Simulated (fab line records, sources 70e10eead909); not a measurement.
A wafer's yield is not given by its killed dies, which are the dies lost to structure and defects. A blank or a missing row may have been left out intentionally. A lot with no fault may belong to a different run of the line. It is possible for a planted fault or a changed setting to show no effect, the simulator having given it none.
Which tool was responsible? + flow nand-harc + 72 wafers from 24 lots sampled at 4 of the route's 1302 steps

WHAT THE GAUGES SHOWED, per wafer
NHARC_A_CHANNEL_FILL_D2_THK_MEAS_06: measures by ellipsometry.
| lot  | measured     | on            | thk-nm (nm) |
|------|--------------|---------------|-------------|
| L074 | day 15 05:31 | film-metro-01 | 4.6 3.8 3.9 |
| L076 | day 15 05:31 | film-metro-02 | 5.2 4.4 3.3 |
| L075 | day 15 05:31 | film-metro-01 | 5.0 3.3 6.2 |
| L077 | day 16 13:29 | film-metro-01 | 6.2 3.9 6.6 |
| L078 | day 17 01:10 | film-metro-01 | 5.1 5.4 4.6 |
| L079 | day 17 01:10 | film-metro-01 | 6.3 5.6 4.9 |
| L080 | day 17 12:24 | film-metro-02 | 5.1 4.9 5.3 |
| L082 | day 18 09:59 | film-metro-01 | 6.4 6.4 4.5 |
| L081 | day 18 09:59 | film-metro-02 | 5.6 4.2 6.4 |
| L084 | day 18 23:53 | film-metro-02 | 6.1 5.7 6.9 |
| L083 | day 18 23:53 | film-metro-01 | 3.3 5.1 4.4 |
| L085 | day 19 13:25 | film-metro-01 | 4.7 4.9 3.8 |
| L086 | day 19 20:30 | film-metro-02 | 4.1 4.5 5.6 |
| L089 | day 20 20:00 | film-metro-02 | 7.1 5.4 5.8 |
| L088 | day 20 20:00 | film-metro-01 | 5.5 5.0 5.2 |
| L087 | day 21 07:19 | film-metro-02 | 5.3 4.8 4.5 |
| L091 | day 22 03:46 | film-metro-01 | 4.2 5.0 5.8 |
| L090 | day 22 09:16 | film-metro-01 | 4.7 3.8 5.1 |
| L092 | day 22 09:16 | film-metro-02 | 5.6 5.1 3.9 |
| L093 | day 23 06:41 | film-metro-02 | 4.2 3.6 5.7 |
| L096 | day 23 22:20 | film-metro-02 | 5.1 3.7 6.4 |
| L097 | day 23 22:20 | film-metro-01 | 5.2 6.6 3.9 |
| L094 | day 24 02:25 | film-metro-02 | 5.5 6.7 5.6 |
| L095 | day 24 02:25 | film-metro-01 | 5.0 5.4 5.4 |

TOOL THAT RAN EACH LOT (tool first, then ch and the chambers of the sampled wafers, then the start)
| lot  | NHARC_A_ONON_D2_DEP_33          | NHARC_A_CHANNEL_HOLE_D2_ETCH_19  | NHARC_A_CHANNEL_FILL_D2_ALD_03                 |
|------|---------------------------------|----------------------------------|------------------------------------------------|
| L074 | pecvd-02 ch 0,1,2, day 13 00:40 | har-etch-01 ch 0,1, day 13 07:16 | ald-sin-batch-01 ch 0, day 15 05:31 or earlier |
| L076 | pecvd-04 ch 1,2, day 13 07:59   | har-etch-02 ch 0, day 13 12:56   | ald-sin-batch-01 ch 0, day 15 05:31 or earlier |
| L075 | pecvd-03 ch 0,2, day 13 08:00   | har-etch-01 ch 0,1, day 13 15:36 | ald-sin-batch-01 ch 0, day 15 05:31 or earlier |
| L077 | pecvd-02 ch 0,1, day 14 05:47   | har-etch-01 ch 0,1, day 14 16:00 | ald-sin-batch-01 ch 0, day 16 13:29 or earlier |
| L078 | pecvd-04 ch 1,2, day 14 20:08   | har-etch-02 ch 1, day 15 06:59   | ald-sin-batch-02 ch 0, day 17 01:10 or earlier |
| L079 | pecvd-03 ch 0,2, day 14 20:10   | har-etch-01 ch 0,1, day 15 06:26 | ald-sin-batch-02 ch 0, day 17 01:10 or earlier |
| L080 | pecvd-02 ch 0, day 15 08:29     | har-etch-02 ch 0,1, day 15 13:13 | ald-sin-batch-02 ch 0, day 17 12:24 or earlier |
| L082 | pecvd-02 ch 0,1, day 16 06:04   | har-etch-01 ch 0,1, day 16 12:32 | ald-sin-batch-01 ch 0, day 18 09:59 or earlier |
| L081 | pecvd-04 ch 1,2, day 16 06:04   | har-etch-02 ch 0,1, day 16 10:48 | ald-sin-batch-01 ch 0, day 18 09:59 or earlier |
| L084 | pecvd-03 ch 0,1, day 16 19:44   | har-etch-01 ch 0,1, day 17 05:22 | ald-sin-batch-02 ch 0, day 18 23:53 or earlier |
| L083 | pecvd-02 ch 1,2, day 16 19:47   | har-etch-01 ch 1, day 17 01:10   | ald-sin-batch-03 ch 0, day 18 23:53 or earlier |
| L085 | pecvd-03 ch 0,1,2, day 17 11:14 | har-etch-01 ch 0,1, day 17 17:33 | ald-sin-batch-01 ch 0, day 19 13:25 or earlier |
| L086 | pecvd-04 ch 1,2, day 17 22:19   | har-etch-02 ch 0,1, day 18 02:43 | ald-sin-batch-03 ch 0, day 19 20:30 or earlier |
| L089 | pecvd-04 ch 0,1, day 18 19:56   | har-etch-02 ch 0,1, day 19 02:46 | ald-sin-batch-01 ch 0, day 20 20:00 or earlier |
| L088 | pecvd-03 ch 0,2, day 18 19:59   | har-etch-01 ch 0,1, day 19 04:36 | ald-sin-batch-01 ch 0, day 20 20:00 or earlier |
| L087 | pecvd-02 ch 1,2, day 19 03:31   | har-etch-01 ch 0, day 19 10:36   | ald-sin-batch-02 ch 0, day 21 07:19 or earlier |
| L091 | pecvd-02 ch 0,1, day 19 23:29   | har-etch-02 ch 0,1, day 20 10:08 | ald-sin-batch-03 ch 0, day 22 03:46 or earlier |
| L090 | pecvd-03 ch 0,1,2, day 19 23:35 | har-etch-01 ch 0,1, day 20 13:44 | ald-sin-batch-02 ch 0, day 22 09:16 or earlier |
| L092 | pecvd-02 ch 0,1, day 20 12:19   | har-etch-02 ch 0,1, day 20 16:49 | ald-sin-batch-01 ch 0, day 22 09:16 or earlier |
| L093 | pecvd-02 ch 1,2, day 21 04:27   | har-etch-02 ch 0,1, day 21 08:58 | ald-sin-batch-03 ch 0, day 23 06:41 or earlier |
| L096 | pecvd-04 ch 0,1, day 21 22:26   | har-etch-02 ch 0,1, day 22 03:14 | ald-sin-batch-02 ch 0, day 23 22:20 or earlier |
| L097 | pecvd-02 ch 1,2, day 21 22:34   | har-etch-01 ch 0,1, day 22 05:14 | ald-sin-batch-02 ch 0, day 23 22:20 or earlier |
| L094 | pecvd-03 ch 0,2, day 21 22:47   | har-etch-02 ch 0,1, day 22 07:26 | ald-sin-batch-02 ch 0, day 24 02:25 or earlier |
| L095 | pecvd-02 ch 0,1,2, day 21 22:50 | har-etch-01 ch 0,1, day 22 09:25 | ald-sin-batch-02 ch 0, day 24 02:25 or earlier |
- NHARC_A_ONON_D2_DEP_33: deposits SiO2, target thk 200 nm.
- NHARC_A_CHANNEL_HOLE_D2_ETCH_19: etches the open film in C4F8/O2/Ar, time 34.5 s.
- NHARC_A_CHANNEL_FILL_D2_ALD_03: deposits SiNx, target thk 6 nm, pulse time 60 s, ald cycles 58.

AS READ BY THE TOOLS THEMSELVES (means over the sampled wafers that have a number; for cases with no such wafer, the mark the record gives instead)
NHARC_A_ONON_D2_DEP_33.
| lot  | tool     | heater-power-w (W) | throttle-valve-pct (%) |
|------|----------|--------------------|------------------------|
| L074 | pecvd-02 | 477                | 16.1                   |
| L076 | pecvd-04 | 544                | 16.0                   |
| L075 | pecvd-03 | 439                | 15.8                   |
| L077 | pecvd-02 | 565                | 15.9                   |
| L078 | pecvd-04 | 543                | 16.1                   |
| L079 | pecvd-03 | 493                | 15.8                   |
| L080 | pecvd-02 | 599                | 15.5                   |
| L082 | pecvd-02 | 536                | 16.2                   |
| L081 | pecvd-04 | 521                | 16.1                   |
| L084 | pecvd-03 | 450                | 15.8                   |
| L083 | pecvd-02 | 473                | 16.7                   |
| L085 | pecvd-03 | 493                | 15.5                   |
| L086 | pecvd-04 | 547                | 16.1                   |
| L089 | pecvd-04 | 548                | 16.4                   |
| L088 | pecvd-03 | 463                | 15.7                   |
| L087 | pecvd-02 | 455                | 16.3                   |
| L091 | pecvd-02 | 580                | 15.9                   |
| L090 | pecvd-03 | 444                | 15.8                   |
| L092 | pecvd-02 | 502                | 16.2                   |
| L093 | pecvd-02 | 492                | 16.6                   |
| L096 | pecvd-04 | 607                | 16.0                   |
| L097 | pecvd-02 | 473                | 16.4                   |
| L094 | pecvd-03 | 436                | 15.8                   |
| L095 | pecvd-02 | 494                | 16.1                   |

NHARC_A_CHANNEL_HOLE_D2_ETCH_19.
| lot  | tool        | drypump-motor-current-A (A) | showerhead-plenum-p-Torr (Torr) | throttle-valve-pct (%) |
|------|-------------|-----------------------------|---------------------------------|------------------------|
| L074 | har-etch-01 | 6.1                         | 3.60                            | 37.042                 |
| L076 | har-etch-02 | 5.2                         | 3.77                            | 37.036                 |
| L075 | har-etch-01 | 6.1                         | 3.59                            | 37.041                 |
| L077 | har-etch-01 | 6.1                         | 3.62                            | 37.041                 |
| L078 | har-etch-02 | 5.5                         | 3.76                            | 37.033                 |
| L079 | har-etch-01 | 6.1                         | 3.61                            | 37.038                 |
| L080 | har-etch-02 | 5.3                         | 3.76                            | 37.046                 |
| L082 | har-etch-01 | 6.1                         | 3.57                            | 37.029                 |
| L081 | har-etch-02 | 5.4                         | 3.75                            | 37.034                 |
| L084 | har-etch-01 | 6.1                         | 3.60                            | 37.042                 |
| L083 | har-etch-01 | 6.0                         | 3.64                            | 37.036                 |
| L085 | har-etch-01 | 6.1                         | 3.59                            | 37.040                 |
| L086 | har-etch-02 | 5.3                         | 3.74                            | 37.041                 |
| L089 | har-etch-02 | 5.3                         | 3.73                            | 37.031                 |
| L088 | har-etch-01 | 6.1                         | 3.58                            | 37.040                 |
| L087 | har-etch-01 | 6.2                         | 3.51                            | 37.045                 |
| L091 | har-etch-02 | 5.3                         | 3.72                            | 37.039                 |
| L090 | har-etch-01 | 6.1                         | 3.57                            | 37.036                 |
| L092 | har-etch-02 | 5.4                         | 3.72                            | 37.033                 |
| L093 | har-etch-02 | 5.3                         | 3.72                            | 37.047                 |
| L096 | har-etch-02 | 5.4                         | 3.71                            | 37.037                 |
| L097 | har-etch-01 | 6.1                         | 3.53                            | 37.044                 |
| L094 | har-etch-02 | 5.4                         | 3.71                            | 37.044                 |
| L095 | har-etch-01 | 6.1                         | 3.52                            | 37.033                 |

NHARC_A_CHANNEL_FILL_D2_ALD_03.
| lot  | tool             | precursor-pulse-height-rel |
|------|------------------|----------------------------|
| L074 | ald-sin-batch-01 | 1.019                      |
| L076 | ald-sin-batch-01 | 0.992                      |
| L075 | ald-sin-batch-01 | 0.996                      |
| L077 | ald-sin-batch-01 | 1.011                      |
| L078 | ald-sin-batch-02 | 1.021                      |
| L079 | ald-sin-batch-02 | 1.024                      |
| L080 | ald-sin-batch-02 | 1.004                      |
| L082 | ald-sin-batch-01 | 1.005                      |
| L081 | ald-sin-batch-01 | 1.000                      |
| L084 | ald-sin-batch-02 | 1.003                      |
| L083 | ald-sin-batch-03 | 0.994                      |
| L085 | ald-sin-batch-01 | 1.003                      |
| L086 | ald-sin-batch-03 | 1.009                      |
| L089 | ald-sin-batch-01 | 1.022                      |
| L088 | ald-sin-batch-01 | 0.984                      |
| L087 | ald-sin-batch-02 | 1.013                      |
| L091 | ald-sin-batch-03 | 0.999                      |
| L090 | ald-sin-batch-02 | 0.991                      |
| L092 | ald-sin-batch-01 | 0.982                      |
| L093 | ald-sin-batch-03 | 0.996                      |
| L096 | ald-sin-batch-02 | 1.003                      |
| L097 | ald-sin-batch-02 | 0.982                      |
| L094 | ald-sin-batch-02 | 1.006                      |
| L095 | ald-sin-batch-02 | 1.011                      |

THE ANSWER, worked out from the rows above alone
Rule: the usual values come from the lots themselves. Put in order of their means at a reading, lots are off if they are a third of the lots or fewer, leave a main group of 4 or more, and stand apart from it by a gap of 3 or more times the standard deviation of the main group's means; of several such gaps the widest counts. The tables above print the reading to a certain number of digits; a main group whose means all agree to those digits is not used. A lot without any number at a reading at which 4 lots or more have one is off too. The other lots that the step has rows for count as sound. After the gauges, taken in route order, come the tools' own readings; for these a lot's mean is taken, as printed above. The first step at which some lot is off is used, and at that step the reading that is off furthest; a lot without a number counts as furthest.
No lot is off on any of the readings shown, so nothing can be concluded from this.

WHAT WAS PUT IN BY THE SIMULATOR
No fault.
